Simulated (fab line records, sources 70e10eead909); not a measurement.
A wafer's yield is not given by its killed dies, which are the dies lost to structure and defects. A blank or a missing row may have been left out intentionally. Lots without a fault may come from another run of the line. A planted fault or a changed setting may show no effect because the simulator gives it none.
Which of the tools did it? + flow nand_harc + 24 lots, 72 wafers sampled, at 6 steps of a route of 1302

== WHAT THE GAUGES SHOWED, per wafer ==
NHARC_P_BONDPAD_THK_MEAS_33: measures by ellipsometry.
| lot  | measured     | on            | thk_nm (nm)       |
|------|--------------|---------------|-------------------|
| L074 | day 6 10:09  | film_metro-02 | 198.3 197.5 198.9 |
| L075 | day 6 22:59  | film_metro-02 | 199.5 200.4 199.7 |
| L076 | day 7 07:08  | film_metro-01 | 201.0 196.8 199.1 |
| L077 | day 7 16:58  | film_metro-01 | 201.4 197.6 199.5 |
| L078 | day 8 05:58  | film_metro-01 | 202.2 199.7 198.6 |
| L079 | day 8 15:38  | film_metro-02 | 198.7 200.3 199.0 |
| L080 | day 9 06:18  | film_metro-01 | 202.8 202.4 200.5 |
| L081 | day 9 13:23  | film_metro-01 | 199.3 198.9 198.4 |
| L082 | day 10 04:00 | film_metro-01 | 200.5 201.8 198.7 |
| L083 | day 10 16:28 | film_metro-02 | 197.8 196.6 196.8 |
| L084 | day 11 00:29 | film_metro-01 | 201.4 197.9 198.8 |
| L085 | day 11 09:01 | film_metro-02 | 197.4 198.0 197.6 |
| L086 | day 11 15:35 | film_metro-02 | 201.3 199.0 199.2 |
| L088 | day 12 20:00 | film_metro-02 | 196.8 200.0 200.4 |
| L087 | day 12 20:04 | film_metro-01 | 201.0 201.0 199.8 |
| L089 | day 12 21:38 | film_metro-01 | 199.2 201.7 200.6 |
| L090 | day 13 06:17 | film_metro-01 | 198.9 198.5 200.7 |
| L091 | day 13 15:02 | film_metro-01 | 201.6 200.1 200.1 |
| L092 | day 14 06:25 | film_metro-01 | 200.3 195.7 199.7 |
| L093 | day 14 18:11 | film_metro-01 | 200.6 198.1 198.3 |
| L094 | day 15 03:49 | film_metro-02 | 200.3 198.6 204.0 |
| L095 | day 15 06:59 | film_metro-02 | 198.4 197.4 199.7 |
| L096 | day 15 23:11 | film_metro-01 | 198.0 199.8 199.8 |
| L097 | day 16 07:50 | film_metro-02 | 198.3 200.9 201.9 |

NHARC_A_CHANNEL_HOLE_D1_CD_MEAS_18.
| lot  | measured     | on        | cd_nm (nm)        |
|------|--------------|-----------|-------------------|
| L074 | day 8 11:50  | cd_sem-02 | 93.6 102.4 102.1  |
| L075 | day 8 21:25  | cd_sem-03 | 97.8 101.0 93.8   |
| L076 | day 9 08:47  | cd_sem-03 | 96.7 97.4 98.8    |
| L077 | day 9 19:54  | cd_sem-02 | 98.4 100.2 100.2  |
| L078 | day 10 01:43 | cd_sem-02 | 94.2 96.1 95.7    |
| L079 | day 10 13:22 | cd_sem-03 | 98.3 101.9 98.4   |
| L080 | day 11 06:05 | cd_sem-02 | 97.2 96.4 102.5   |
| L081 | day 11 08:44 | cd_sem-02 | 97.7 98.0 99.1    |
| L082 | day 12 03:52 | cd_sem-03 | 99.0 103.0 98.8   |
| L083 | day 12 13:59 | cd_sem-03 | 100.2 99.6 97.5   |
| L084 | day 12 23:49 | cd_sem-03 | 101.6 97.5 101.0  |
| L085 | day 13 06:33 | cd_sem-02 | 99.7 98.1 100.6   |
| L086 | day 13 18:30 | cd_sem-02 | 99.4 101.8 98.6   |
| L088 | day 14 18:23 | cd_sem-03 | 96.7 95.6 98.5    |
| L087 | day 14 18:14 | cd_sem-02 | 99.5 99.3 97.3    |
| L089 | day 14 20:00 | cd_sem-02 | 98.1 96.2 103.7   |
| L090 | day 15 05:14 | cd_sem-03 | 98.0 101.7 99.0   |
| L091 | day 15 23:01 | cd_sem-02 | 96.0 100.4 94.3   |
| L092 | day 16 12:20 | cd_sem-01 | 95.5 97.5 95.8    |
| L093 | day 16 12:04 | cd_sem-03 | 102.8 100.3 104.3 |
| L094 | day 17 01:25 | cd_sem-03 | 98.8 99.0 99.4    |
| L095 | day 17 03:26 | cd_sem-02 | 100.9 99.7 104.9  |
| L096 | day 17 22:55 | cd_sem-02 | 97.7 100.9 104.5  |
| L097 | day 18 10:56 | cd_sem-03 | 104.4 99.7 102.6  |

NHARC_A_CHANNEL_HOLE_D1_INSPECT_40.
| lot  | measured     | on                | raw_defect_count |
|------|--------------|-------------------|------------------|
| L074 | day 8 17:38  | defect_inspect-01 | 43 29 30         |
| L075 | day 9 03:13  | defect_inspect-02 | 102 78 76        |
| L076 | day 9 14:34  | defect_inspect-01 | 48 48 42         |
| L077 | day 10 01:42 | defect_inspect-01 | 93 85 98         |
| L078 | day 10 07:56 | defect_inspect-01 | 79 115 98        |
| L079 | day 10 19:10 | defect_inspect-02 | 91 102 135       |
| L080 | day 11 12:00 | defect_inspect-01 | 94 113 83        |
| L081 | day 11 14:31 | defect_inspect-01 | 50 59 34         |
| L082 | day 12 10:23 | defect_inspect-02 | 38 40 43         |
| L083 | day 13 02:17 | defect_inspect-02 | 98 89 78         |
| L084 | day 13 05:38 | defect_inspect-02 | 53 78 65         |
| L085 | day 13 19:10 | defect_inspect-02 | 106 90 99        |
| L086 | day 14 04:25 | defect_inspect-01 | 82 79 97         |
| L088 | day 15 00:55 | defect_inspect-02 | 107 93 79        |
| L087 | day 15 00:05 | defect_inspect-01 | 61 80 56         |
| L089 | day 15 04:10 | defect_inspect-02 | 57 39 50         |
| L090 | day 15 11:02 | defect_inspect-02 | 86 114 86        |
| L091 | day 16 05:17 | defect_inspect-02 | 64 52 50         |
| L092 | day 16 18:16 | defect_inspect-02 | 52 54 44         |
| L093 | day 16 17:51 | defect_inspect-02 | 103 81 84        |
| L094 | day 17 07:13 | defect_inspect-01 | 53 47 79         |
| L095 | day 17 12:01 | defect_inspect-02 | 62 59 72         |
| L096 | day 18 04:41 | defect_inspect-02 | 26 41 49         |
| L097 | day 18 16:56 | defect_inspect-02 | 63 60 57         |

== WHICH TOOL RAN EACH LOT (tool, then ch and the chambers of the sampled wafers, then the start) ==
| lot  | NHARC_P_BONDPAD_DEP_00                     | NHARC_P_BONDPAD_CMP_32        | NHARC_A_CHANNEL_HOLE_D1_ETCH_44    |
|------|--------------------------------------------|-------------------------------|------------------------------------|
| L074 | pecvd-04 ch 0,2, day 6 09:29               | cmp-03 ch 0,1,2, day 6 09:53  | rie_diel-02 ch 0,2, day 8 16:39    |
| L075 | pecvd-04 ch 0,1, day 6 22:48 or earlier    | cmp-04 ch 0,1,2, day 6 22:48  | rie_diel-02 ch 2,3, day 9 02:14    |
| L076 | pecvd-04 ch 0,1,2, day 7 06:31             | cmp-03 ch 0,1,3, day 7 06:54  | rie_diel-12 ch 0,1,2, day 9 13:36  |
| L077 | pecvd-04 ch 0,2, day 7 16:18               | cmp-01 ch 0,2,3, day 7 16:43  | rie_diel-13 ch 0,1,2, day 10 00:42 |
| L078 | pecvd-03 ch 1,2, day 8 05:19               | cmp-03 ch 0,1,3, day 8 05:46  | rie_diel-13 ch 0,1,2, day 10 06:55 |
| L079 | pecvd-03 ch 0,1, day 8 14:59               | cmp-01 ch 0,2,3, day 8 15:23  | rie_diel-02 ch 0,2,3, day 10 18:12 |
| L080 | pecvd-01 ch 0,1,2, day 9 05:47             | cmp-04 ch 2,3, day 9 06:03    | rie_diel-13 ch 0,1,2, day 11 10:55 |
| L081 | pecvd-04 ch 1,2, day 9 12:43               | cmp-03 ch 0,3, day 9 13:08    | rie_diel-02 ch 0,1,3, day 11 13:32 |
| L082 | pecvd-03 ch 1,2, day 10 03:26              | cmp-04 ch 0,2,3, day 10 03:47 | rie_diel-02 ch 0,2, day 12 09:23   |
| L083 | pecvd-04 ch 2, day 10 15:44                | cmp-03 ch 0,1,3, day 10 16:14 | rie_diel-02 ch 1,2,3, day 13 01:18 |
| L084 | pecvd-03 ch 0,1, day 10 23:53              | cmp-04 ch 1,2,3, day 11 00:14 | rie_diel-02 ch 1,2, day 13 04:38   |
| L085 | pecvd-01 ch 0,1,2, day 11 08:49 or earlier | cmp-03 ch 1,2,3, day 11 08:49 | rie_diel-12 ch 0,1,3, day 13 18:11 |
| L086 | pecvd-04 ch 0,1,2, day 11 14:56            | cmp-04 ch 0,2,3, day 11 15:22 | rie_diel-02 ch 0,2,3, day 14 03:26 |
| L088 | pecvd-04 ch 0,1,2, day 12 19:21            | cmp-04 ch 0,1,2, day 12 19:46 | rie_diel-02 ch 0,1,2, day 14 23:55 |
| L087 | pecvd-01 ch 0,1,2, day 12 19:27            | cmp-03 ch 1,3, day 12 19:50   | rie_diel-13 ch 0,2,3, day 14 23:05 |
| L089 | pecvd-01 ch 0,1,2, day 12 21:06            | cmp-03 ch 0,1,2, day 12 21:25 | rie_diel-02 ch 0,1,3, day 15 03:12 |
| L090 | pecvd-04 ch 0,1,2, day 13 05:38            | cmp-03 ch 1,2, day 13 06:02   | rie_diel-02 ch 0,1,2, day 15 10:03 |
| L091 | pecvd-03 ch 0,1, day 13 14:29              | cmp-01 ch 0,1,2, day 13 14:50 | rie_diel-02 ch 1,2, day 16 04:18   |
| L092 | pecvd-03 ch 0,1,2, day 14 05:49            | cmp-04 ch 0,1, day 14 06:10   | rie_diel-12 ch 0,1, day 16 17:14   |
| L093 | pecvd-01 ch 0,1,2, day 14 17:34            | cmp-03 ch 0,1,3, day 14 17:59 | rie_diel-02 ch 2,3, day 16 16:52   |
| L094 | pecvd-01 ch 0,1,2, day 15 03:36 or earlier | cmp-04 ch 1,2, day 15 03:36   | rie_diel-12 ch 1,2,3, day 17 06:16 |
| L095 | pecvd-01 ch 0,1, day 15 06:23              | cmp-03 ch 0,1,2, day 15 06:44 | rie_diel-13 ch 1,3, day 17 10:41   |
| L096 | pecvd-04 ch 0,1,2, day 15 22:40            | cmp-04 ch 2,3, day 15 22:58   | rie_diel-13 ch 2,3, day 18 03:43   |
| L097 | pecvd-01 ch 1,2, day 16 07:35 or earlier   | cmp-03 ch 0,1, day 16 07:35   | rie_diel-12 ch 1,3, day 18 15:57   |
- NHARC_P_BONDPAD_DEP_00: deposits SiCN, target thk 250 nm.
- NHARC_P_BONDPAD_CMP_32: polishes SiCN, target thk 200 nm.
- NHARC_A_CHANNEL_HOLE_D1_ETCH_44: etches the open film in CF4/O2, target depth 140 nm, overetch 14 nm, time 77 s.

== AS READ BY THE TOOLS THEMSELVES (means over the sampled wafers that have a number; for cases with no such wafer, the mark the record gives instead) ==
NHARC_P_BONDPAD_DEP_00.
| lot  | tool     | heater_power_w (W) |
|------|----------|--------------------|
| L074 | pecvd-04 | 540                |
| L075 | pecvd-04 | 647                |
| L076 | pecvd-04 | 576                |
| L077 | pecvd-04 | 567                |
| L078 | pecvd-03 | 761                |
| L079 | pecvd-03 | 677                |
| L080 | pecvd-01 | 675                |
| L081 | pecvd-04 | 501                |
| L082 | pecvd-03 | 741                |
| L083 | pecvd-04 | 443                |
| L084 | pecvd-03 | 606                |
| L085 | pecvd-01 | 655                |
| L086 | pecvd-04 | 570                |
| L088 | pecvd-04 | 580                |
| L087 | pecvd-01 | 692                |
| L089 | pecvd-01 | 620                |
| L090 | pecvd-04 | 561                |
| L091 | pecvd-03 | 642                |
| L092 | pecvd-03 | 667                |
| L093 | pecvd-01 | 595                |
| L094 | pecvd-01 | 642                |
| L095 | pecvd-01 | 516                |
| L096 | pecvd-04 | 606                |
| L097 | pecvd-01 | 648                |

NHARC_P_BONDPAD_CMP_32.
| lot  | tool   | motor_current_A (A) | slurry_flow_ml_min |
|------|--------|---------------------|--------------------|
| L074 | cmp-03 | 13.5                | 149.9              |
| L075 | cmp-04 | 13.0                | 150.0              |
| L076 | cmp-03 | 13.5                | 149.9              |
| L077 | cmp-01 | 10.4                | 150.3              |
| L078 | cmp-03 | 12.9                | 149.8              |
| L079 | cmp-01 | 10.5                | 149.7              |
| L080 | cmp-04 | 11.6                | 149.7              |
| L081 | cmp-03 | 12.2                | 149.6              |
| L082 | cmp-04 | 12.4                | 150.0              |
| L083 | cmp-03 | 13.2                | 149.9              |
| L084 | cmp-04 | 12.0                | 149.7              |
| L085 | cmp-03 | 12.4                | 150.2              |
| L086 | cmp-04 | 12.5                | 149.9              |
| L088 | cmp-04 | 12.8                | 150.2              |
| L087 | cmp-03 | 12.6                | 150.3              |
| L089 | cmp-03 | 13.9                | 149.7              |
| L090 | cmp-03 | 12.8                | 149.8              |
| L091 | cmp-01 | 11.2                | 150.2              |
| L092 | cmp-04 | 13.7                | 150.7              |
| L093 | cmp-03 | 13.3                | 149.7              |
| L094 | cmp-04 | 12.4                | 150.1              |
| L095 | cmp-03 | 13.8                | 149.9              |
| L096 | cmp-04 | 11.4                | 149.8              |
| L097 | cmp-03 | 14.9                | 150.4              |

NHARC_A_CHANNEL_HOLE_D1_ETCH_44.
| lot  | tool        | drypump_motor_current_A (A) | oes_ar_750_au (a.u.) | oes_f_703_au (a.u.) | oes_product_au (a.u.) | rf_vpp_V (V) | showerhead_plenum_p_Torr (Torr) | throttle_valve_pct (%) |
|------|-------------|-----------------------------|----------------------|---------------------|-----------------------|--------------|---------------------------------|------------------------|
| L074 | rie_diel-02 | 5.4                         | 1.000                | 1.000               | 1.016                 | 195.6        | 1.26                            | 13.385                 |
| L075 | rie_diel-02 | 5.6                         | 1.003                | 1.001               | 0.992                 | 197.5        | 1.33                            | 13.388                 |
| L076 | rie_diel-12 | 5.6                         | 0.994                | 1.001               | 1.006                 | 196.5        | 1.30                            | 13.407                 |
| L077 | rie_diel-13 | 5.5                         | 1.000                | 1.002               | 0.998                 | 197.8        | 1.31                            | 13.396                 |
| L078 | rie_diel-13 | 5.5                         | 0.996                | 0.994               | 1.000                 | 197.2        | 1.31                            | 13.390                 |
| L079 | rie_diel-02 | 5.5                         | 0.999                | 1.000               | 0.991                 | 197.3        | 1.30                            | 13.403                 |
| L080 | rie_diel-13 | 5.5                         | 0.999                | 1.000               | 1.009                 | 196.5        | 1.31                            | 13.397                 |
| L081 | rie_diel-02 | 5.3                         | 0.999                | 1.003               | 1.007                 | 198.9        | 1.33                            | 13.404                 |
| L082 | rie_diel-02 | 5.4                         | 1.003                | 1.000               | 0.998                 | 196.5        | 1.26                            | 13.395                 |
| L083 | rie_diel-02 | 5.6                         | 1.003                | 1.002               | 1.001                 | 198.1        | 1.34                            | 13.409                 |
| L084 | rie_diel-02 | 5.8                         | 0.998                | 0.998               | 0.994                 | 197.5        | 1.32                            | 13.406                 |
| L085 | rie_diel-12 | 5.9                         | 1.001                | 0.999               | 1.007                 | 197.4        | 1.30                            | 13.399                 |
| L086 | rie_diel-02 | 5.5                         | 1.003                | 0.998               | 0.999                 | 196.2        | 1.30                            | 13.402                 |
| L088 | rie_diel-02 | 5.5                         | 1.001                | 0.998               | 1.014                 | 196.8        | 1.31                            | 13.394                 |
| L087 | rie_diel-13 | 5.4                         | 1.000                | 1.001               | 1.018                 | 196.9        | 1.32                            | 13.391                 |
| L089 | rie_diel-02 | 5.3                         | 0.998                | 0.998               | 1.025                 | 197.4        | 1.33                            | 13.396                 |
| L090 | rie_diel-02 | 5.5                         | 1.003                | 1.004               | 1.017                 | 197.2        | 1.31                            | 13.385                 |
| L091 | rie_diel-02 | 5.8                         | 1.000                | 1.000               | 0.990                 | 196.5        | 1.32                            | 13.393                 |
| L092 | rie_diel-12 | 5.9                         | 0.993                | 0.998               | 0.995                 | 196.6        | 1.27                            | 13.397                 |
| L093 | rie_diel-02 | 5.6                         | 0.999                | 0.997               | 0.992                 | 197.5        | 1.33                            | 13.400                 |
| L094 | rie_diel-12 | 5.5                         | 0.997                | 1.000               | 0.991                 | 197.6        | 1.31                            | 13.390                 |
| L095 | rie_diel-13 | 6.0                         | 0.999                | 1.002               | 1.030                 | 196.5        | 1.30                            | 13.393                 |
| L096 | rie_diel-13 | 5.7                         | 1.001                | 1.000               | 1.022                 | 195.6        | 1.26                            | 13.402                 |
| L097 | rie_diel-12 | 5.9                         | 1.001                | 0.999               | 1.005                 | 198.5        | 1.31                            | 13.397                 |

== THE ANSWER, worked out from the rows above alone ==
Rule: the usual values come from the lots themselves. Put in order of their means at a reading, lots are off if they are a third of the lots or fewer, leave a main group of 4 or more, and stand apart from it by a gap of 3 or more times the standard deviation of the main group's means; of several such gaps the widest counts. The tables above print the reading to a certain number of digits; a main group whose means all agree to those digits is not used. A lot without any number at a reading at which 4 lots or more have one is off too. Any other lot the step has rows for is counted as sound. Order of review: gauges by route order, followed by the tools' own readings, for which a lot's mean as printed above is used. The first step at which some lot is off is used, and at that step the reading that is off furthest; a lot without a number counts as furthest.
No lot is off at any reading shown: from this, nothing can be told.

== WHAT THE SIMULATOR PUT IN ==
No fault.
